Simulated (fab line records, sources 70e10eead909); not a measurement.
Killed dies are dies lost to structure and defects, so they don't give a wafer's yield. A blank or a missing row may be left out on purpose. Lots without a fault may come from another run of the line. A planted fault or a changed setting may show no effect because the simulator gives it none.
fab line records | flow nand_harc
record lots=5 wafers=15 last_day=25
route steps=1159 shown THIN_TSV@1136 END@1158
lots that met no fault: from a run of the same line without faults
start_h: hours from the record's first day to the start of the lot's first wafer shown | wait_h: hours since the lot's step before | " the same as in the row above | L1.1+2: a row that stands for several wafers | - no value, or no start given | * or withheld: withheld | < > ~ a bound
route shown NAME@n: a module of which the file shows steps, and the number in the route of the first | usual: mean/standard deviation of fault-free wafers | same: alike in all rows | chamber/n: place in a boat | sites: the reading at each site | _std_site: their standard deviation | _edge_site: outer sites' mean less inner sites' | radius_mm: how far each site lies from the wafer's centre | mask NAME#n: copy n | behind: the tool/chamber that last shaped the wafer | hold: why the lot was held/for how many hours/how that ended | device: the transistor (n, p or np) that didn't switch | end of line: the same wafers' tests at the end of the route | a step without rows: its recipe alone | killed: dies lost to structure and defects at the first sort, not the wafer's yield | map: a wafer's dies, x killed, . not, _ none there
set.NAME: the setting as run; set.NAME@STEP: as run at that earlier step | model.NAME: the simulator's own value behind a step, which no gauge read
lots at some steps of the route; a table a step, a row a wafer
services: from which hour (start_h, from the record's first day; less than 0 if before it) a tool's chamber was out of use, for how many hours, and why
## steps
# step NHARC_THIN_TSV_DEGAS_53
# recipe temp_c=300 time_s=60
# usual heater_power_w=476/33
# columns lot.wafer tool chamber start_h wait_h heater_power_w
L074.2 pvd_sputter-01 - 442.44 0.1 455
L074.6 " - " " 430
L074.5 " - " " 542
L078.4 pvd_sputter-01 - 465.59 0.1 478
L078.2 " - " " 427
L078.3 " - " " 520
L081.4 pvd_sputter-03 - 474.01 0.1 477
L081.1 " - " " 492
L081.3 " - " " 478
L085.2 pvd_sputter-03 - 507.42 0.1 492
L085.4 " - " " 449
L085.1 " - " " 484
L097.1 pvd_sputter-03 - 582.16 0.1 466
L097.5 " - " " 493
L097.6 " - " " 480
# step NHARC_THIN_TSV_PRE_CLEAN_54
# recipe time_s=30 temp_c=280 gas=H2/He
# usual heater_power_w=420/29
# columns lot.wafer tool chamber start_h wait_h heater_power_w
L074.2 pvd_sputter-01 - 442.52 0.1 413
L074.6 " - " " 373
L074.5 " - " " 462
L078.2 pvd_sputter-01 - 465.70 0.1 452
L078.4 " - " " 368
L078.3 " - " " 480
L081.1 pvd_sputter-03 - 474.10 0.1 389
L081.4 " - " " 413
L081.3 " - " " 436
L085.1 pvd_sputter-03 - 507.49 0.0 407
L085.4 " - " " 431
L085.2 " - " " 379
L097.1 pvd_sputter-03 - 582.25 0.1 415
L097.6 " - " " 392
L097.5 " - " " 408
# step NHARC_THIN_TSV_PVD_55
# recipe target_thk_a=500 material=TiN
# columns lot.wafer tool chamber start_h wait_h
L074.2+5+6 pvd_sputter-01 - 442.61 0.1
L078.3+2+4 pvd_sputter-01 - 465.85 0.1
L081.3+4+1 pvd_sputter-03 - 474.19 0.1
L085.2+1+4 pvd_sputter-03 - 507.57 0.0
L097.1+6+5 pvd_sputter-03 - 582.29 0.0
# step NHARC_THIN_TSV_PVD_24
# recipe target_thk_a=8000 power_w=withheld chamber_pressure_pa=withheld substrate_temp_c=withheld time_s=withheld gas=Ar material=Al
# columns lot.wafer tool chamber start_h wait_h
L074.2+5+6 pvd_sputter-01 - 442.71 0.1
L078.3+4+2 pvd_sputter-01 - 466.05 0.2
L081.1+3+4 pvd_sputter-03 - 474.37 0.1
L085.1+4+2 pvd_sputter-03 - 507.72 0.1
L097.1+5+6 pvd_sputter-03 - 582.44 0.1
# step NHARC_THIN_TSV_DEHYDRATE_25
# recipe temp_c=150 time_s=120
# usual chill_plate_temp_C=22.99/0.11 heater_power_total_W=182.8/1.2
# columns lot.wafer tool chamber start_h wait_h chill_plate_temp_C heater_power_total_W
L074.2 litho_track-03 0 443.12 - 23.16 182.3
L074.5 " 0 " " 22.86 182.6
L074.6 " 0 " " 23.10 183.2
L078.2 litho_track-07 0 466.46 - 23.01 183.6
L078.3 " 0 " " 22.88 183.6
L078.4 " 0 " " 22.83 184.0
L081.1 litho_track-07 0 474.74 - 22.95 181.6
L081.3 " 0 " " 22.94 182.5
L081.4 " 0 " " 22.96 184.8
L085.1 litho_track-02 0 508.15 - 22.79 183.9
L085.2 " 0 " " 22.74 181.8
L085.4 " 0 " " 22.92 182.6
L097.1 litho_track-03 0 582.86 - 22.95 182.6
L097.5 " 0 " " 22.87 181.8
L097.6 " 0 " " 22.79 181.5
# step NHARC_THIN_TSV_HMDS_26
# recipe time_s=30
# usual chill_plate_temp_C=22.99/0.11
# columns lot.wafer tool chamber start_h wait_h chill_plate_temp_C
L074.2 litho_track-03 0 - - 22.96
L074.5 " 0 " " 23.01
L074.6 " 0 " " 23.02
L078.2 litho_track-07 0 - - 23.03
L078.3 " 0 " " 23.08
L078.4 " 0 " " 23.05
L081.1 litho_track-07 0 - - 22.95
L081.3 " 0 " " 23.06
L081.4 " 0 " " 22.93
L085.1 litho_track-02 0 - - 23.00
L085.2 " 0 " " 23.15
L085.4 " 0 " " 22.88
L097.1 litho_track-03 0 - - 22.89
L097.5 " 0 " " 22.93
L097.6 " 0 " " 22.91
# step NHARC_THIN_TSV_COAT_27
# recipe spin_rpm=*
# usual chill_plate_temp_C=23.00/0.11
# columns lot.wafer tool chamber start_h wait_h chill_plate_temp_C
L074.2 litho_track-03 0 - - 23.07
L074.5 " 0 " " 23.04
L074.6 " 0 " " 23.05
L078.2 litho_track-07 0 - - 23.10
L078.3 " 0 " " 23.00
L078.4 " 0 " " 23.00
L081.1 litho_track-07 0 - - 23.00
L081.3 " 0 " " 22.93
L081.4 " 0 " " 23.10
L085.1 litho_track-02 0 - - 22.96
L085.2 " 0 " " 22.92
L085.4 " 0 " " 23.06
L097.1 litho_track-03 0 - - 22.92
L097.5 " 0 " " 22.87
L097.6 " 0 " " 23.01
# step NHARC_THIN_TSV_SOFTBAKE_28
# recipe temp_c=122 time_s=95
# usual chill_plate_temp_C=23.01/0.093 heater_power_total_W=160.0/0.49
# columns lot.wafer tool chamber start_h wait_h chill_plate_temp_C heater_power_total_W
L074.2 litho_track-03 0 - - 22.97 159.9
L074.5 " 0 " " 22.97 159.3
L074.6 " 0 " " 23.05 160.5
L078.2 litho_track-07 0 - - 23.00 159.5
L078.3 " 0 " " 23.02 160.6
L078.4 " 0 " " 23.03 160.6
L081.1 litho_track-07 0 - - 23.08 160.2
L081.3 " 0 " " 23.08 160.5
L081.4 " 0 " " 23.15 160.8
L085.1 litho_track-02 0 - - 22.93 159.8
L085.2 " 0 " " 23.06 160.1
L085.4 " 0 " " 23.13 160.4
L097.1 litho_track-03 0 - - 23.02 159.8
L097.5 " 0 " " 22.88 159.3
L097.6 " 0 " " 22.87 160.6
# step NHARC_THIN_TSV_EBR_29
# usual chill_plate_temp_C=22.98/0.12
# columns lot.wafer tool chamber start_h wait_h chill_plate_temp_C
L074.2 litho_track-03 0 - - 22.87
L074.5 " 0 " " 23.03
L074.6 " 0 " " 23.04
L078.2 litho_track-07 0 - - 23.15
L078.3 " 0 " " 23.13
L078.4 " 0 " " 23.11
L081.1 litho_track-07 0 - - 23.04
L081.3 " 0 " " 23.00
L081.4 " 0 " " 22.90
L085.1 litho_track-02 0 - - 23.04
L085.2 " 0 " " 22.75
L085.4 " 0 " " 22.78
L097.1 litho_track-03 0 - - 23.02
L097.5 " 0 " " 22.91
L097.6 " 0 " " 23.08
# step NHARC_THIN_TSV_EXPOSE_30
# recipe na=0.55 dose_mj=11.47 mask_id=PAD
# usual focus_offset_nm=0.1/0.61 reticle_temp_C=23.03/0.094
# columns lot.wafer tool chamber start_h wait_h mask focus_offset_nm reticle_temp_C
L074.2 krf_scanner-02 0 443.28 - PAD#0 0.2 22.99
L074.5 " 0 " " PAD#0 0.3 23.12
L074.6 " 0 " " PAD#0 -0.6 23.02
L078.2 krf_scanner-01 0 466.74 - PAD#0 0.7 23.02
L078.3 " 0 " " PAD#0 0.4 23.00
L078.4 " 0 " " PAD#0 -1.1 23.17
L081.1 krf_scanner-03 0 474.88 - PAD#0 -0.4 23.06
L081.3 " 0 " " PAD#0 0.1 23.01
L081.4 " 0 " " PAD#0 -0.4 23.11
L085.1 krf_scanner-03 0 508.42 - PAD#0 0.0 23.05
L085.2 " 0 " " PAD#0 0.7 22.90
L085.4 " 0 " " PAD#0 -0.1 22.94
L097.1 krf_scanner-01 0 583.13 - PAD#0 -0.6 22.97
L097.5 " 0 " " PAD#0 0.3 23.01
L097.6 " 0 " " PAD#0 -0.2 22.91
# step NHARC_THIN_TSV_PEB_31
# recipe peb_temp_c=118 peb_time_s=85
# usual chill_plate_temp_C=23.01/0.1 heater_power_total_W=163.99/0.28
# columns lot.wafer tool chamber start_h wait_h chill_plate_temp_C heater_power_total_W
L074.2 litho_track-02 0 443.34 0.1 22.88 164.23
L074.5 " 0 " " 23.07 164.42
L074.6 " 0 " " 23.09 163.74
L078.2 litho_track-03 0 466.80 0.1 23.00 163.72
L078.3 " 0 " " 23.00 164.13
L078.4 " 0 " " 22.90 163.77
L081.1 litho_track-03 0 474.95 0.1 22.86 164.30
L081.3 " 0 " " 23.13 164.39
L081.4 " 0 " " 22.81 163.78
L085.1 litho_track-02 0 508.48 0.1 23.09 163.86
L085.2 " 0 " " 23.10 163.62
L085.4 " 0 " " 22.97 164.30
L097.1 litho_track-02 0 583.20 0.1 22.99 164.15
L097.5 " 0 " " 23.16 163.68
L097.6 " 0 " " 22.95 163.82
# step NHARC_THIN_TSV_DEVELOP_32
# recipe time_s=70
# usual chill_plate_temp_C=23.01/0.11
# columns lot.wafer tool chamber start_h wait_h chill_plate_temp_C
L074.2 litho_track-02 0 - - 23.05
L074.5 " 0 " " 23.10
L074.6 " 0 " " 23.05
L078.2 litho_track-03 0 - - 23.08
L078.3 " 0 " " 23.09
L078.4 " 0 " " 22.93
L081.1 litho_track-03 0 - - 22.94
L081.3 " 0 " " 22.93
L081.4 " 0 " " 23.05
L085.1 litho_track-02 0 - - 22.87
L085.2 " 0 " " 22.95
L085.4 " 0 " " 22.93
L097.1 litho_track-02 0 - - 23.20
L097.5 " 0 " " 23.12
L097.6 " 0 " " 23.15
# step NHARC_THIN_TSV_CD_MEAS_33
# recipe target_cd_nm=5000 landing_energy_ev=500
# usual cd_nm=5000.2/2
# same landing_energy_ev=500
# columns lot.wafer tool chamber start_h wait_h cd_nm
L074.2 cd_sem-01 0 443.43 - 5000.1
L074.5 " 0 " " 4996.8
L074.6 " 0 " " 4996.5
L078.2 cd_sem-01 0 466.89 - 5002.3
L078.3 " 0 " " 5004.0
L078.4 " 0 " " 5002.3
L081.1 cd_sem-03 0 475.04 - 5001.6
L081.3 " 0 " " 5000.2
L081.4 " 0 " " 5001.5
L085.1 cd_sem-02 0 508.57 - 5000.3
L085.2 " 0 " " 5000.3
L085.4 " 0 " " 5004.4
L097.1 cd_sem-02 0 583.29 - 4998.5
L097.5 " 0 " " 5001.3
L097.6 " 0 " " 4998.8
# step NHARC_THIN_TSV_HARDBAKE_34
# recipe temp_c=125 time_s=80
# usual chill_plate_temp_C=22.96/0.11 heater_power_total_W=184.0/0.73
# columns lot.wafer tool chamber start_h wait_h chill_plate_temp_C heater_power_total_W
L074.2 litho_track-03 0 443.51 - 22.99 183.7
L074.5 " 0 " " 23.02 184.7
L074.6 " 0 " " 23.08 182.8
L078.2 litho_track-02 0 466.99 - 22.92 183.0
L078.3 " 0 " " 23.05 184.7
L078.4 " 0 " " 23.00 184.0
L081.1 litho_track-03 0 475.12 - 22.89 183.8
L081.3 " 0 " " 22.86 184.8
L081.4 " 0 " " 22.75 184.6
L085.1 litho_track-03 0 508.65 - 23.01 184.9
L085.2 " 0 " " 23.02 184.8
L085.4 " 0 " " 22.94 184.1
L097.1 litho_track-07 0 583.37 - 22.97 184.2
L097.5 " 0 " " 22.90 183.7
L097.6 " 0 " " 22.91 184.7
# step NHARC_THIN_TSV_DESCUM_35
# recipe time_s=3 o2_flow_sccm=200 ar_flow_sccm=0 bias_power_w=0 chemistry=O2
# usual drypump_motor_current_A=5.7/0.37 oes_product_au=1.004/0.011 rf_vpp_V=57.9/0.93 showerhead_plenum_p_Torr=1.95/0.093 throttle_valve_pct=11.312/0.0082
# columns lot.wafer tool chamber start_h wait_h drypump_motor_current_A oes_product_au rf_hours_counter_h rf_vpp_V showerhead_plenum_p_Torr throttle_valve_pct
L074.2 rie_diel-11 3 443.62 - 6.4 1.022 7 58.8 2.04 11.318
L074.5 " 0 " " 5.4 1.009 - 57.6 1.98 11.310
L074.6 " 1 " " 5.7 1.010 - 58.2 1.82 11.325
L078.4 rie_diel-05 1 467.08 - 5.7 1.002 8 58.4 1.95 11.306
L078.3 " 2 " " 5.5 1.002 8 57.6 2.05 11.308
L078.2 " 3 " " 5.3 0.987 9 57.0 1.78 11.309
L081.4 rie_diel-10 1 475.20 - 5.2 1.001 9 57.4 1.94 11.303
L081.1 " 3 " " 6.2 1.017 8 56.2 1.84 11.314
L081.3 " 0 " " 5.4 0.995 7 57.0 1.83 11.312
L085.1 rie_diel-05 1 508.74 - 5.7 1.004 11 58.5 1.95 11.319
L085.2 " 2 " " 5.5 1.011 11 59.4 2.05 11.309
L085.4 " 0 " " 6.0 0.995 13 57.8 1.94 11.316
L097.1 rie_diel-10 1 583.49 - 5.2 1.009 1 57.9 1.94 11.317
L097.5 " 2 " " 5.6 1.003 - 58.7 2.05 11.323
L097.6 " 3 " " 6.3 1.001 - 57.6 1.84 11.312
# step NHARC_THIN_TSV_ETCH_59
# recipe target_depth_a=8800 icp_w=900 bias_w=100 Cl2_flow_sccm=60 bcl3_flow_sccm=30 time_s=138.1 chemistry=Cl2/BCl3
# usual bcl3_flow_sccm=29.99/0.094 bias_w=100.02/0.28 drypump_motor_current_A=5.8/0.44 oes_product_au=1.000/0.0073 throttle_valve_pct=22.263/0.0084
# columns lot.wafer tool chamber start_h wait_h bcl3_flow_sccm bias_w drypump_motor_current_A oes_product_au rf_hours_counter_h throttle_valve_pct
L074.2 rie_metal-03 1 443.75 0.1 29.92 100.62 6.0 0.994 5.1 22.267
L074.6 " 0 " " 30.06 99.97 6.5 0.988 - 22.253
L074.5 " 1 " " 29.93 100.26 6.0 0.997 - 22.254
L078.2 rie_metal-02 1 467.19 0.1 30.06 100.30 5.8 0.985 3.1 22.257
L078.4 " 1 " " 30.07 99.81 5.9 0.994 - 22.262
L078.3 " 0 " " 29.79 100.13 5.1 1.006 - 22.268
L081.1 rie_metal-03 1 475.38 0.1 29.98 99.90 6.0 1.008 0.1 22.266
L081.3 " 0 " " 29.95 100.20 6.5 1.006 - 22.245
L081.4 " 1 " " 30.05 100.13 5.9 1.009 - 22.261
L085.1 rie_metal-03 0 508.86 0.1 29.94 99.94 6.4 0.995 1.3 22.263
L085.2 " 1 " " 30.15 100.13 5.9 0.994 1.3 22.271
L085.4 " 0 " " 29.76 99.99 6.4 0.998 - 22.266
L097.1 rie_metal-01 0 583.58 0.1 29.96 100.17 6.1 1.013 1.8 22.261
L097.5 " 0 " " 30.06 100.22 6.1 1.005 - 22.268
L097.6 " 1 " " 30.11 100.23 5.5 1.002 - 22.265
# step NHARC_THIN_TSV_ETCH_36
# recipe target_depth_a=650 over_etch_frac=0.3 time_s=18.571 ion_energy_ev=150 chemistry=Cl2/BCl3
# usual drypump_motor_current_A=5.8/0.44 oes_product_au=1.002/0.0083
# same over_etch_frac=0.3
# columns lot.wafer tool chamber start_h wait_h drypump_motor_current_A oes_product_au rf_hours_counter_h
L074.2 rie_metal-03 1 443.98 0.2 5.9 0.997 5.2
L074.5 " 0 " " 6.4 0.995 -
L074.6 " 1 " " 5.9 1.014 -
L078.2 rie_metal-02 0 467.45 0.2 5.1 1.019 1.7
L078.4 " 0 " " 5.1 1.010 -
L078.3 " 1 " " 5.8 0.990 -
L081.1 rie_metal-03 0 475.60 0.2 6.5 0.994 0.3
L081.4 " 1 " " 6.0 0.998 -
L081.3 " 0 " " 6.5 1.002 -
L085.1 rie_metal-03 0 509.12 0.2 6.4 1.007 1.4
L085.2 " 1 " " 6.0 0.995 1.4
L085.4 " 0 " " 6.5 1.003 -
L097.1 rie_metal-01 0 583.84 0.2 6.0 1.022 1.9
L097.6 " 0 " " 6.1 1.013 -
L097.5 " 1 " " 5.5 1.005 -
# step NHARC_THIN_TSV_STRIP_56
# recipe power_w=1500 temp_c=250 chemistry=O2
# usual drypump_motor_current_A=5.7/0.31 heater_power_w=366/43
# columns lot.wafer tool chamber start_h wait_h drypump_motor_current_A heater_power_w rf_hours_counter_h
L074.2 plasma_asher-02 0 444.07 0.1 5.4 393 24
L074.6 " 0 " " 5.4 397 -
L074.5 " 1 " " 5.7 303 -
L078.2 plasma_asher-02 1 467.55 0.1 5.7 303 36
L078.3 " 1 " " 5.7 305 -
L078.4 " 0 " " 5.4 399 -
L081.1 plasma_asher-01 1 475.70 0.1 5.5 405 3
L081.3 " 1 " " 5.5 400 -
L081.4 " 0 " " 6.2 358 -
L085.1 plasma_asher-02 1 509.22 0.1 5.7 301 50
L085.2 " 0 " " 5.4 395 50
L085.4 " 1 " " 5.7 302 -
L097.1 plasma_asher-02 0 583.93 0.1 5.4 379 14
L097.5 " 0 " " 5.4 390 -
L097.6 " 1 " " 5.7 295 -
# step NHARC_THIN_TSV_STRIP_57
# recipe time_s=1200 temp_c=72.5 chemistry=post_etch_residue_remover
# columns lot.wafer tool chamber start_h wait_h
L074.6+5+2 wet_bench-08 4,6,7 444.44 0.1
L078.3+2+4 wet_bench-08 0,1,2 467.92 0.2
L081.4+3+1 wet_bench-08 5,6,7 476.07 0.2
L085.2+4+1 wet_bench-10 6,7,1 509.59 0.3
L097.5+1+6 wet_bench-10 5,0,1 584.28 0.1
# step NHARC_THIN_TSV_CD_MEAS_37
# usual cd_nm=5000/3.1
# columns lot.wafer tool chamber start_h wait_h cd_nm
L074.2 cd_sem-01 - 444.87 - 5002
L074.5 " - " " 4997
L074.6 " - " " 4997
L078.2 cd_sem-02 - 468.35 - 5004
L078.3 " - " " 5004
L078.4 " - " " 5001
L081.1 cd_sem-02 - 476.49 - 5001
L081.3 " - " " 5000
L081.4 " - " " 5000
L085.1 cd_sem-02 - 510.01 - 4998
L085.2 " - " " 5001
L085.4 " - " " 5006
L097.1 cd_sem-01 - 584.73 - 4997
L097.5 " - " " 5000
L097.6 " - " " 4996
# step NHARC_THIN_TSV_ANNEAL_58
# recipe temp_c=400 time_s=1800
# usual zone_power_top_pct=11.6/0.4
# columns lot.wafer tool chamber start_h wait_h zone_power_top_pct
L074.2 furnace-03 0 446.91 2.0 10.6
L074.5 " 0 " " 10.5
L074.6 " 0 " " 10.6
L078.2 furnace-08 0 471.11 2.8 11.9
L078.3 " 0 " " 11.6
L078.4 " 0 " " 11.8
L081.1 furnace-05 0 478.71 2.2 11.7
L081.3 " 0 " " 11.8
L081.4 " 0 " " 12.1
L085.1 furnace-05 0 513.01 3.0 11.7
L085.2 " 0 " " 11.7
L085.4 " 0 " " 11.8
L097.1 furnace-08 0 586.31 1.6 11.6
L097.5 " 0 " " 11.7
L097.6 " 0 " " 11.9
# step NHARC_THIN_TSV_INSPECT_40
# usual raw_defect_count=472/83
# columns lot.wafer tool chamber start_h wait_h raw_defect_count
L074.2 defect_inspect-01 - 448.36 0.4 477
L074.5 " - " " 478
L074.6 " - " " 526
L078.2 defect_inspect-02 - 472.56 0.4 426
L078.3 " - " " 427
L078.4 " - " " 520
L081.1 defect_inspect-02 - 480.18 0.4 404
L081.3 " - " " 455
L081.4 " - " " 697
L085.1 defect_inspect-01 - 514.45 0.4 433
L085.2 " - " " 549
L085.4 " - " " 479
L097.1 defect_inspect-01 - 587.75 0.4 432
L097.5 " - " " 490
L097.6 " - " " 520
# step NHARC_END_WLT_00
# usual VT_DECK1_BOTTOM=0.868/0.0073 VT_DECK1_BOTTOM_INNER=0.867/0.007 VT_DECK1_MEDIAN_NEAR_BOTTOM=0.869/0.0072 VT_DECK1_MEDIAN_NEAR_BOTTOM_INNER=0.869/0.0069 VT_DECK1_MIDDLE=0.881/0.0071 VT_DECK1_MIDDLE_INNER=0.880/0.0068 VT_DECK1_TOP=0.892/0.008 VT_DECK1_TOP_INNER=0.892/0.0073
# columns lot.wafer tool chamber start_h wait_h VT_DECK1_BOTTOM VT_DECK1_BOTTOM_INNER VT_DECK1_MEDIAN_NEAR_BOTTOM VT_DECK1_MEDIAN_NEAR_BOTTOM_INNER VT_DECK1_MIDDLE VT_DECK1_MIDDLE_INNER VT_DECK1_TOP VT_DECK1_TOP_INNER
L074.2 prober-01 - 456.71 8.4 0.869 0.865 0.857 0.863 0.878 0.872 0.885 0.885
L074.5 " - 458.23 9.9 0.864 0.871 0.871 0.872 0.884 0.880 0.888 0.895
L074.6 " - " " 0.864 0.857 0.867 0.869 0.879 0.867 0.891 0.892
L078.2 prober-02 - 473.12 0.6 0.860 0.854 0.859 0.855 0.868 0.870 0.873 0.885
L078.3 " - " " 0.851 0.855 0.863 0.844 0.862 0.878 0.884 0.878
L078.4 " - " " 0.868 0.855 0.868 0.862 0.873 0.872 0.886 0.883
L081.1 prober-02 - 480.52 0.3 0.869 0.872 0.878 0.879 0.883 0.890 0.890 0.906
L081.3 " - " " 0.868 0.864 0.868 0.869 0.890 0.888 0.899 0.895
L081.4 " - " " 0.864 0.862 0.859 0.865 0.883 0.883 0.895 0.893
L085.1 prober-02 - 514.52 0.1 0.859 0.857 0.859 0.850 0.877 0.870 0.882 0.879
L085.2 " - " " 0.855 0.867 0.854 0.864 0.875 0.870 0.884 0.885
L085.4 " - " " 0.865 0.865 0.862 0.862 0.879 0.866 0.876 0.882
L097.1 prober-02 - 587.83 0.1 0.869 0.869 0.867 0.867 0.873 0.880 0.900 0.893
L097.5 " - 589.84 2.1 0.867 0.869 0.871 0.879 0.888 0.879 0.896 0.898
L097.6 " - " " 0.868 0.875 0.871 0.871 0.881 0.889 0.908 0.907
# step NHARC_END_SORT_01
# recipe temp_c=25
# usual defect_limited_yield=95.6/1.4 killed_at_array=25/9.2 killed_at_other=0.8/1.2 killed_at_periphery=3.9/2.6 killed_dies=30/9.7 killed_open=3.4/1.9 killed_short=2.0/1.4 sort_bin_2_pct=1.4/0.62 sort_bin_3_pct=0.24/0.2 sort_bin_4_pct=2.8/0.92 sort_n_pass=647/9.7 sort_rim_yield_pct=94/3.3 sort_yield_pct=95.6/1.4
# same gross_dies=677 sort_bin_5_pct[%]=0 sort_bin_6_pct[%]=0 sort_bin_7_pct[%]=0 sort_bin_8_pct[%]=0 sort_rim_n_gross=106.00
# columns lot.wafer tool chamber start_h wait_h defect_limited_yield[%] killed_at_array killed_at_other killed_at_periphery killed_dies killed_open killed_short sort_bin_2_pct[%] sort_bin_3_pct[%] sort_bin_4_pct[%] sort_n_pass sort_rim_yield_pct[%] sort_yield_pct[%]
L081.3 prober-02 0 485.10 3.1 94.4 32 2 4 38 2 4 1.3 0.44 3.8 639 97 94.4
L081.4 prober-02 0 485.90 3.4 95.4 28 1 2 31 3 3 1.2 0.44 3.0 646 92 95.4
L085.1 prober-02 0 517.48 2.5 95.1 32 1 0 33 2 4 1.3 0.30 3.2 644 89 95.1
L085.2 prober-02 0 518.30 2.8 93.8 41 1 0 42 3 3 2.5 0.44 3.2 635 90 93.8
L085.4 prober-02 0 519.92 3.4 92.5 47 2 2 51 3 6 2.7 0.59 4.3 626 84 92.5
# killed by level:class
L081.3 A_CHANNEL_HOLE_D1:chamber_film_flake=18 A_STAIRCASE:chamber_film_flake=4 A_M1:geometric_particle:short=2 A_CHANNEL_FILL_D1:chamber_film_flake=2 A_SLIT:chamber_film_flake=2 THIN_TSV:chamber_film_flake=2 P_GATE:geometric_particle:short=1 A_ONON_D1:geometric_particle:open=1
L081.4 A_CHANNEL_HOLE_D1:chamber_film_flake=11 A_CONTACT:chamber_film_flake=3 A_CHANNEL_FILL_D1:geometric_particle:short=2 A_WL_FILL:geometric_particle:open=2 P_ZERO_WELL:chamber_film_flake=2 A_STAIRCASE:chamber_film_flake=2 A_SLIT:chamber_film_flake=2 A_M1:chamber_film_flake=2
L085.1 A_SLIT:chamber_film_flake=13 A_CHANNEL_HOLE_D1:chamber_film_flake=10 A_STAIRCASE:chamber_film_flake=2 A_ONON_D1:geometric_particle:open=1 A_ONON_D1:geometric_particle:short=1 A_CHANNEL_HOLE_D1:geometric_particle:short=1 A_M0:geometric_particle:open=1 A_M0:geometric_particle:short=1
L085.2 A_CHANNEL_HOLE_D1:chamber_film_flake=18 A_SLIT:chamber_film_flake=9 A_CONTACT:chamber_film_flake=4 A_WL_FILL:chamber_film_flake=3 A_ONON_D1:geometric_particle:short=1 A_ONON_D1:geometric_particle:open=1 A_CHANNEL_HOLE_D1:geometric_particle:short=1 A_CONTACT:geometric_particle:open=1
L085.4 A_SLIT:chamber_film_flake=17 A_CHANNEL_HOLE_D1:chamber_film_flake=14 A_CONTACT:chamber_film_flake=6 A_WL_FILL:geometric_particle:short=3 A_M0:geometric_particle:short=2 HYBRID_BOND:chamber_film_flake=2 A_SGD_CUT:geometric_particle:short=1 A_CONTACT:geometric_particle:open=1
## services
# columns tool chamber start_h hours kind
rie_metal-02 0 421.00 22.4 repair
krf_scanner-02 - 422.73 0.1 repair
wet_bench-10 - 423.22 8.0 pm
krf_scanner-01 - 428.00 4.0 pm
krf_scanner-02 - 432.65 0.5 repair
pvd_sputter-01 - 438.65 3.7 repair
rie_metal-03 - 453.00 9.0 pm
plasma_asher-01 - 453.09 9.0 pm
rie_diel-11 2 455.87 6.0 repair
pvd_sputter-03 - 458.09 10.0 pm
rie_metal-01 - 509.00 9.0 pm
krf_scanner-03 - 512.00 4.0 pm
pvd_sputter-01 - 514.00 10.0 pm
litho_track-02 - 515.00 7.0 pm
rie_diel-05 - 517.60 9.0 pm
rie_diel-10 - 530.50 9.0 pm
krf_scanner-03 - 535.51 4.8 repair
plasma_asher-02 - 537.00 9.0 pm
litho_track-07 - 539.00 7.0 pm
rie_diel-10 1 557.05 21.6 repair
litho_track-03 - 563.00 7.0 pm
rie_metal-02 - 565.12 9.0 pm
rie_diel-10 3 567.97 4.2 repair
wet_bench-08 - 585.87 8.0 pm
## key
fault none
